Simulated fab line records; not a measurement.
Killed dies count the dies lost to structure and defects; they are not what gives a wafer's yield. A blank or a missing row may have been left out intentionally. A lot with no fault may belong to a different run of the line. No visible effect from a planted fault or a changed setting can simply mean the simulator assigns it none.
fab line records / flow nand_harc
record lots=6 wafers=18 last_day=33
route steps=1302 shown A_ONON_D2@567 A_CHANNEL_HOLE_D2@570
lots with no fault: from the same line, run without faults
start_h: the number of hours between the record's first day and the start of the first shown wafer of the lot / wait_h: how many hours have passed since the lot's step before this one / " the same as in the row above / L1.1+2: several wafers, shown together as one row / - no value, or no start was given / * or withheld: withheld / < > ~ a bound
route shown NAME@n: a module of which the file shows steps, and the number in the route of the first / usual: the fault-free wafers' mean and standard deviation / same: alike in all rows / chamber/n: place in a boat / sites: readings site by site / _std_site: standard deviation across them / _edge_site: inner sites' mean taken away from outer sites' mean / radius_mm: for every site, how far away it sits from the centre of the wafer / mask NAME#n: copy n / behind: the most recent tool/chamber to have shaped the wafer / hold: the reason the lot was held/the length of the hold in hours/how it ended / device: which transistor (n, p or np) failed to switch / end of line: tests of these same wafers at the route's end / for a step that has no rows: nothing shown but its recipe / killed: count of dies lost to structure and defects at first sort (not the wafer's yield) / map: shows each die of a wafer: x if killed, . if not, _ if none is there
set.NAME: the setting as run; set.NAME@STEP: as run at that earlier step / model.NAME: the simulator's own value behind a step, which no gauge read
lots at selected steps of the route; one table per step, one row per wafer
services: a tool's chamber out of use, with start hour (start_h, from the record's first day; less than 0 if before it), hours out, and reason
## steps
# step NHARC_A_ONON_D2_THK_MEAS_34
# recipe thk_meas_gauge=ellipsometry
# usual thk_nm=198.2/2.9
lot.wafer=L597.4 tool=film_metro-02 chamber=- start_h=320.70 wait_h=- thk_nm=197.6
lot.wafer=L597.5 tool=film_metro-02 chamber=- start_h=320.70 wait_h=- thk_nm=198.8
lot.wafer=L597.6 tool=film_metro-02 chamber=- start_h=320.70 wait_h=- thk_nm=198.3
lot.wafer=L602.2 tool=film_metro-01 chamber=- start_h=374.57 wait_h=- thk_nm=194.6
lot.wafer=L602.3 tool=film_metro-01 chamber=- start_h=374.57 wait_h=- thk_nm=198.7
lot.wafer=L602.6 tool=film_metro-01 chamber=- start_h=374.57 wait_h=- thk_nm=203.9
lot.wafer=L606.3 tool=film_metro-02 chamber=- start_h=408.39 wait_h=- thk_nm=196.5
lot.wafer=L606.4 tool=film_metro-02 chamber=- start_h=408.39 wait_h=- thk_nm=196.2
lot.wafer=L606.6 tool=film_metro-02 chamber=- start_h=408.39 wait_h=- thk_nm=197.8
lot.wafer=L607.2 tool=film_metro-02 chamber=- start_h=408.46 wait_h=- thk_nm=195.7
lot.wafer=L607.3 tool=film_metro-02 chamber=- start_h=408.46 wait_h=- thk_nm=196.2
lot.wafer=L607.5 tool=film_metro-02 chamber=- start_h=408.46 wait_h=- thk_nm=199.5
lot.wafer=L612.2 tool=film_metro-02 chamber=- start_h=464.42 wait_h=- thk_nm=200.0
lot.wafer=L612.3 tool=film_metro-02 chamber=- start_h=464.42 wait_h=- thk_nm=198.6
lot.wafer=L612.6 tool=film_metro-02 chamber=- start_h=464.42 wait_h=- thk_nm=198.3
lot.wafer=L616.1 tool=film_metro-01 chamber=- start_h=508.65 wait_h=- thk_nm=195.9
lot.wafer=L616.3 tool=film_metro-01 chamber=- start_h=508.65 wait_h=- thk_nm=199.3
lot.wafer=L616.6 tool=film_metro-01 chamber=- start_h=508.65 wait_h=- thk_nm=204.0
# step NHARC_A_ONON_D2_INSPECT_32
# usual raw_defect_count=438/180
lot.wafer=L597.4 tool=defect_inspect-02 chamber=- start_h=320.76 wait_h=0.0 raw_defect_count=418
lot.wafer=L597.5 tool=defect_inspect-02 chamber=- start_h=320.76 wait_h=0.0 raw_defect_count=319
lot.wafer=L597.6 tool=defect_inspect-02 chamber=- start_h=320.76 wait_h=0.0 raw_defect_count=394
lot.wafer=L602.2 tool=defect_inspect-02 chamber=- start_h=374.63 wait_h=0.0 raw_defect_count=458
lot.wafer=L602.3 tool=defect_inspect-02 chamber=- start_h=374.63 wait_h=0.0 raw_defect_count=289
lot.wafer=L602.6 tool=defect_inspect-02 chamber=- start_h=374.63 wait_h=0.0 raw_defect_count=412
lot.wafer=L606.3 tool=defect_inspect-01 chamber=- start_h=408.45 wait_h=0.0 raw_defect_count=902
lot.wafer=L606.4 tool=defect_inspect-01 chamber=- start_h=408.45 wait_h=0.0 raw_defect_count=588
lot.wafer=L606.6 tool=defect_inspect-01 chamber=- start_h=408.45 wait_h=0.0 raw_defect_count=896
lot.wafer=L607.2 tool=defect_inspect-01 chamber=- start_h=408.54 wait_h=0.0 raw_defect_count=383
lot.wafer=L607.3 tool=defect_inspect-01 chamber=- start_h=408.54 wait_h=0.0 raw_defect_count=228
lot.wafer=L607.5 tool=defect_inspect-01 chamber=- start_h=408.54 wait_h=0.0 raw_defect_count=307
lot.wafer=L612.2 tool=defect_inspect-02 chamber=- start_h=464.51 wait_h=0.0 raw_defect_count=824
lot.wafer=L612.3 tool=defect_inspect-02 chamber=- start_h=464.51 wait_h=0.0 raw_defect_count=1035
lot.wafer=L612.6 tool=defect_inspect-02 chamber=- start_h=464.51 wait_h=0.0 raw_defect_count=676
lot.wafer=L616.1 tool=defect_inspect-01 chamber=- start_h=508.74 wait_h=0.0 raw_defect_count=341
lot.wafer=L616.3 tool=defect_inspect-01 chamber=- start_h=508.74 wait_h=0.0 raw_defect_count=461
lot.wafer=L616.6 tool=defect_inspect-01 chamber=- start_h=508.74 wait_h=0.0 raw_defect_count=501
# step NHARC_A_CHANNEL_HOLE_D2_DEP_00
# recipe target_thk_a=31000 temp_c=400 material=aC
# usual throttle_valve_pct=35.000/0.0091
lot.wafer=L597.4 tool=acl_dep-03 chamber=0 start_h=321.78 wait_h=1.0 throttle_valve_pct=34.994
lot.wafer=L597.5 tool=acl_dep-03 chamber=0 start_h=321.78 wait_h=1.0 throttle_valve_pct=34.997
lot.wafer=L597.6 tool=acl_dep-03 chamber=0 start_h=321.78 wait_h=1.0 throttle_valve_pct=35.008
lot.wafer=L602.2 tool=acl_dep-03 chamber=0 start_h=378.54 wait_h=3.9 throttle_valve_pct=34.998
lot.wafer=L602.3 tool=acl_dep-03 chamber=0 start_h=378.54 wait_h=3.9 throttle_valve_pct=34.979
lot.wafer=L602.6 tool=acl_dep-03 chamber=0 start_h=378.54 wait_h=3.9 throttle_valve_pct=34.996
lot.wafer=L606.3 tool=acl_dep-02 chamber=0 start_h=409.55 wait_h=1.1 throttle_valve_pct=35.006
lot.wafer=L606.4 tool=acl_dep-02 chamber=0 start_h=409.55 wait_h=1.1 throttle_valve_pct=35.000
lot.wafer=L606.6 tool=acl_dep-02 chamber=0 start_h=409.55 wait_h=1.1 throttle_valve_pct=35.000
lot.wafer=L607.2 tool=acl_dep-03 chamber=0 start_h=409.94 wait_h=1.4 throttle_valve_pct=35.010
lot.wafer=L607.3 tool=acl_dep-03 chamber=0 start_h=409.94 wait_h=1.4 throttle_valve_pct=34.995
lot.wafer=L607.5 tool=acl_dep-03 chamber=0 start_h=409.94 wait_h=1.4 throttle_valve_pct=34.994
lot.wafer=L612.2 tool=acl_dep-02 chamber=0 start_h=466.74 wait_h=2.2 throttle_valve_pct=35.011
lot.wafer=L612.3 tool=acl_dep-02 chamber=0 start_h=466.74 wait_h=2.2 throttle_valve_pct=34.989
lot.wafer=L612.6 tool=acl_dep-02 chamber=0 start_h=466.74 wait_h=2.2 throttle_valve_pct=34.997
lot.wafer=L616.1 tool=acl_dep-03 chamber=0 start_h=509.66 wait_h=0.9 throttle_valve_pct=34.992
lot.wafer=L616.3 tool=acl_dep-03 chamber=0 start_h=509.66 wait_h=0.9 throttle_valve_pct=35.022
lot.wafer=L616.6 tool=acl_dep-03 chamber=0 start_h=509.66 wait_h=0.9 throttle_valve_pct=35.005
# step NHARC_A_CHANNEL_HOLE_D2_DEP_01
# recipe target_thk_a=1400 target_thk_nm=140 temp_c=400 pressure_torr=3.5 flow_sccm=200 rf_w=350 material=SiON
# usual heater_power_outer_w=456/64 heater_power_w=753/94
lot.wafer=L597.5 tool=pecvd-02 chamber=2 start_h=322.84 wait_h=0.4 heater_power_outer_w=510 heater_power_w=766
lot.wafer=L597.6 tool=pecvd-02 chamber=0 start_h=322.84 wait_h=0.4 heater_power_outer_w=456 heater_power_w=719
lot.wafer=L597.4 tool=pecvd-02 chamber=1 start_h=322.84 wait_h=0.4 heater_power_outer_w=398 heater_power_w=674
lot.wafer=L602.2 tool=pecvd-03 chamber=2 start_h=380.14 wait_h=1.3 heater_power_outer_w=380 heater_power_w=618
lot.wafer=L602.3 tool=pecvd-03 chamber=0 start_h=380.14 wait_h=1.3 heater_power_outer_w=445 heater_power_w=809
lot.wafer=L602.6 tool=pecvd-03 chamber=2 start_h=380.14 wait_h=1.3 heater_power_outer_w=385 heater_power_w=602
lot.wafer=L606.3 tool=pecvd-04 chamber=0 start_h=410.87 wait_h=1.0 heater_power_outer_w=591 heater_power_w=885
lot.wafer=L606.4 tool=pecvd-04 chamber=2 start_h=410.87 wait_h=1.0 heater_power_outer_w=536 heater_power_w=838
lot.wafer=L606.6 tool=pecvd-04 chamber=0 start_h=410.87 wait_h=1.0 heater_power_outer_w=581 heater_power_w=913
lot.wafer=L607.3 tool=pecvd-04 chamber=2 start_h=411.53 wait_h=1.0 heater_power_outer_w=492 heater_power_w=785
lot.wafer=L607.2 tool=pecvd-04 chamber=0 start_h=411.53 wait_h=1.0 heater_power_outer_w=609 heater_power_w=940
lot.wafer=L607.5 tool=pecvd-04 chamber=0 start_h=411.53 wait_h=1.0 heater_power_outer_w=620 heater_power_w=952
lot.wafer=L612.3 tool=pecvd-02 chamber=1 start_h=468.33 wait_h=1.0 heater_power_outer_w=344 heater_power_w=603
lot.wafer=L612.2 tool=pecvd-02 chamber=0 start_h=468.33 wait_h=1.0 heater_power_outer_w=453 heater_power_w=747
lot.wafer=L612.6 tool=pecvd-02 chamber=2 start_h=468.33 wait_h=1.0 heater_power_outer_w=453 heater_power_w=722
lot.wafer=L616.3 tool=pecvd-02 chamber=0 start_h=511.57 wait_h=1.0 heater_power_outer_w=384 heater_power_w=664
lot.wafer=L616.1 tool=pecvd-02 chamber=2 start_h=511.57 wait_h=1.0 heater_power_outer_w=419 heater_power_w=672
lot.wafer=L616.6 tool=pecvd-02 chamber=1 start_h=511.57 wait_h=1.0 heater_power_outer_w=389 heater_power_w=673
# step NHARC_A_CHANNEL_HOLE_D2_DEHYDRATE_02
# recipe temp_c=150 time_s=120
# step NHARC_A_CHANNEL_HOLE_D2_HMDS_03
# recipe time_s=30
# step NHARC_A_CHANNEL_HOLE_D2_COAT_36
# recipe temp_c=260 time_s=75
# step NHARC_A_CHANNEL_HOLE_D2_COAT_37
# recipe temp_c=225 time_s=65
# step NHARC_A_CHANNEL_HOLE_D2_COAT_04
# recipe spin_rpm=1500 resist_thk_nm=90
# step NHARC_A_CHANNEL_HOLE_D2_SOFTBAKE_05
# recipe temp_c=105 time_s=55
# step NHARC_A_CHANNEL_HOLE_D2_EBR_06
# step NHARC_A_CHANNEL_HOLE_D2_EXPOSE_07
# recipe na=1.35 target_cd_nm=100 sigma_outer=0.3 dose_mj=59.65 mask_id=HOLE_D2
# usual exposure_dose_mJ_cm2=59.57/0.07 focus_offset_nm=0.0/0.49 stage_vel_mm_s=500.00/0.26
lot.wafer=L597.4 tool=arfi_scanner-03 chamber=0 start_h=323.23 wait_h=- mask=HOLE_D2#0 exposure_dose_mJ_cm2=59.59 focus_offset_nm=0.0 stage_vel_mm_s=499.78
lot.wafer=L597.5 tool=arfi_scanner-03 chamber=0 start_h=323.23 wait_h=- mask=HOLE_D2#0 exposure_dose_mJ_cm2=59.54 focus_offset_nm=-0.4 stage_vel_mm_s=499.86
lot.wafer=L597.6 tool=arfi_scanner-03 chamber=0 start_h=323.23 wait_h=- mask=HOLE_D2#0 exposure_dose_mJ_cm2=59.58 focus_offset_nm=-0.1 stage_vel_mm_s=499.67
lot.wafer=L602.2 tool=arfi_scanner-01 chamber=0 start_h=380.60 wait_h=- mask=HOLE_D2#0 exposure_dose_mJ_cm2=59.47 focus_offset_nm=0.4 stage_vel_mm_s=499.68
lot.wafer=L602.3 tool=arfi_scanner-01 chamber=0 start_h=380.60 wait_h=- mask=HOLE_D2#0 exposure_dose_mJ_cm2=59.47 focus_offset_nm=0.2 stage_vel_mm_s=499.94
lot.wafer=L602.6 tool=arfi_scanner-01 chamber=0 start_h=380.60 wait_h=- mask=HOLE_D2#0 exposure_dose_mJ_cm2=59.50 focus_offset_nm=0.6 stage_vel_mm_s=500.09
lot.wafer=L606.3 tool=arfi_scanner-03 chamber=- start_h=411.43 wait_h=- mask=HOLE_D2#0 exposure_dose_mJ_cm2=- focus_offset_nm=- stage_vel_mm_s=-
lot.wafer=L606.4 tool=arfi_scanner-03 chamber=- start_h=411.43 wait_h=- mask=HOLE_D2#0 exposure_dose_mJ_cm2=- focus_offset_nm=- stage_vel_mm_s=-
lot.wafer=L606.6 tool=arfi_scanner-03 chamber=- start_h=411.43 wait_h=- mask=HOLE_D2#0 exposure_dose_mJ_cm2=- focus_offset_nm=- stage_vel_mm_s=-
lot.wafer=L607.2 tool=arfi_scanner-03 chamber=- start_h=411.99 wait_h=- mask=HOLE_D2#0 exposure_dose_mJ_cm2=- focus_offset_nm=- stage_vel_mm_s=-
lot.wafer=L607.3 tool=arfi_scanner-03 chamber=- start_h=411.99 wait_h=- mask=HOLE_D2#0 exposure_dose_mJ_cm2=- focus_offset_nm=- stage_vel_mm_s=-
lot.wafer=L607.5 tool=arfi_scanner-03 chamber=- start_h=411.99 wait_h=- mask=HOLE_D2#0 exposure_dose_mJ_cm2=- focus_offset_nm=- stage_vel_mm_s=-
lot.wafer=L612.2 tool=arfi_scanner-02 chamber=0 start_h=468.80 wait_h=- mask=HOLE_D2#0 exposure_dose_mJ_cm2=59.57 focus_offset_nm=-0.4 stage_vel_mm_s=499.92
lot.wafer=L612.3 tool=arfi_scanner-02 chamber=0 start_h=468.80 wait_h=- mask=HOLE_D2#0 exposure_dose_mJ_cm2=59.62 focus_offset_nm=-1.2 stage_vel_mm_s=500.14
lot.wafer=L612.6 tool=arfi_scanner-02 chamber=0 start_h=468.80 wait_h=- mask=HOLE_D2#0 exposure_dose_mJ_cm2=59.52 focus_offset_nm=-0.7 stage_vel_mm_s=500.32
lot.wafer=L616.1 tool=arfi_scanner-01 chamber=0 start_h=512.15 wait_h=- mask=HOLE_D2#0 exposure_dose_mJ_cm2=59.49 focus_offset_nm=0.3 stage_vel_mm_s=500.38
lot.wafer=L616.3 tool=arfi_scanner-01 chamber=0 start_h=512.15 wait_h=- mask=HOLE_D2#0 exposure_dose_mJ_cm2=59.57 focus_offset_nm=0.0 stage_vel_mm_s=500.21
lot.wafer=L616.6 tool=arfi_scanner-01 chamber=0 start_h=512.15 wait_h=- mask=HOLE_D2#0 exposure_dose_mJ_cm2=59.56 focus_offset_nm=-0.2 stage_vel_mm_s=500.31
# step NHARC_A_CHANNEL_HOLE_D2_PEB_08
# recipe peb_temp_c=100 peb_time_s=65
## services
tool=acl_dep-03 chamber=- start_h=300.61 hours=13.0 kind=pm
tool=arfi_scanner-02 chamber=- start_h=311.81 hours=1.0 kind=repair
tool=arfi_scanner-02 chamber=- start_h=312.86 hours=4.0 kind=pm
tool=arfi_scanner-03 chamber=0 start_h=333.43 hours=- kind=calibration
tool=arfi_scanner-01 chamber=- start_h=356.05 hours=0.6 kind=repair
tool=pecvd-03 chamber=- start_h=366.18 hours=13.0 kind=pm
tool=arfi_scanner-03 chamber=- start_h=367.60 hours=8.9 kind=repair
tool=arfi_scanner-01 chamber=- start_h=406.53 hours=10.5 kind=repair
tool=pecvd-02 chamber=- start_h=408.23 hours=13.0 kind=pm
tool=pecvd-02 chamber=0 start_h=408.23 hours=13.0 kind=vent_cycle
tool=pecvd-02 chamber=1 start_h=408.23 hours=13.0 kind=vent_cycle
tool=pecvd-02 chamber=2 start_h=408.23 hours=13.0 kind=vent_cycle
tool=pecvd-02 chamber=0 start_h=421.23 hours=- kind=clean
tool=pecvd-02 chamber=1 start_h=421.23 hours=- kind=clean
tool=pecvd-02 chamber=2 start_h=421.23 hours=- kind=clean
tool=arfi_scanner-03 chamber=- start_h=422.92 hours=0.9 kind=repair
tool=arfi_scanner-01 chamber=- start_h=424.00 hours=4.0 kind=pm
tool=acl_dep-02 chamber=- start_h=428.44 hours=13.0 kind=pm
tool=pecvd-04 chamber=- start_h=450.38 hours=13.0 kind=pm
tool=pecvd-04 chamber=0 start_h=450.38 hours=13.0 kind=vent_cycle
tool=pecvd-02 chamber=1 start_h=471.41 hours=25.9 kind=repair
tool=acl_dep-03 chamber=- start_h=481.68 hours=13.0 kind=pm
tool=arfi_scanner-02 chamber=- start_h=484.86 hours=4.0 kind=pm
tool=arfi_scanner-03 chamber=0 start_h=499.88 hours=- kind=calibration
## key
first_sign step=NHARC_A_CHANNEL_HOLE_D2_EXPOSE_07 reading=tool_record direction=missing
effect none on later readings
met_at NHARC_A_CHANNEL_HOLE_D2_EXPOSE_07
struck_wafers L606.3,L606.4,L606.6,L607.2,L607.3,L607.5
later_rows_left_out L606.3,L606.4,L606.6,L607.2,L607.3,L607.5
sort_left_out L606.3,L606.4,L606.6,L607.2,L607.3,L607.5
tester_left_out L606,L607
onset_between 323.23 411.43
fault kind=skipped_step_whole tool=arfi_scanner-03 chamber=- onset_h=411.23 steps=NHARC_A_CHANNEL_HOLE_D2_EXPOSE_07 scope=struck_lots_only
# tester_left_out: of these lots the tester's yield and bins aren't shown, on N5 and GAA mostly nor the transistor test; their killed dies are dies lost to structure and defects alone, not to doping, threshold or leakage, so they don't give the yield
# sort_left_out: the simulated sort isn't trusted on such a fault, so these wafers' sort isn't shown, and their yield isn't known
# later_rows_left_out: the simulator's readings of these wafers behind a module that went badly wrong aren't trusted and aren't shown, but for the sort
